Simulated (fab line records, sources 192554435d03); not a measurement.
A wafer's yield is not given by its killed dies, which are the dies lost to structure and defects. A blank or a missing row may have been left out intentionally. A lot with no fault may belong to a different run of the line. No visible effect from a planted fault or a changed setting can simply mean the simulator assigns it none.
Matching of chambers	flow n5_finfet	N5_FIN_SAQP_PECVD_47 on pecvd-03 has 3 sister chambers
The step deposits a-Si from SiH4/He, target thk 45 nm, time 36.3 s. 3 wafers are shown with their chamber, then 7 later ones without.

== WAFERS WITH THEIR CHAMBER ==
wafer	chamber	throttle_valve_pct (%)
L079.5	0	17.5
L081.3	1	20.9
L081.5	2	20.0

== WAFERS WHOSE CHAMBER IS MISSING ==
wafer	throttle_valve_pct (%)
L081.6	20.8
L083.3	20.7
L083.4	20.4
L083.5	21.2
L095.1	20.0
L095.4	18.0
L095.5	20.1

== WHICH CHAMBER EACH WENT THROUGH ==
wafer	from the rows above	in truth
L081.6	1	1
L083.3	can't be placed: 1 or 2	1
L083.4	can't be placed: 2 or 1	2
L083.5	1	1
L095.1	2	2
L095.4	0	0
L095.5	2	2
Placed correctly: 5 of 7. Not placeable from these rows: 2 (in 2, the candidates include the true chamber). Number placed wrongly: 0.
How it was worked out, from the rows above alone: a wafer's distance from a chamber is the root of the sum, over the readings, of the square of ((its reading less the chamber's mean) divided by the reading's scatter). If the next closest chamber is less than 2 further off than the closest, the wafer can't be placed; otherwise it belongs to the closest. The mean given for a chamber averages the wafers shown for that chamber. The scatter: with one shown wafer a chamber, the root of the mean of the squares of how far each hidden wafer lies from its nearest shown one.
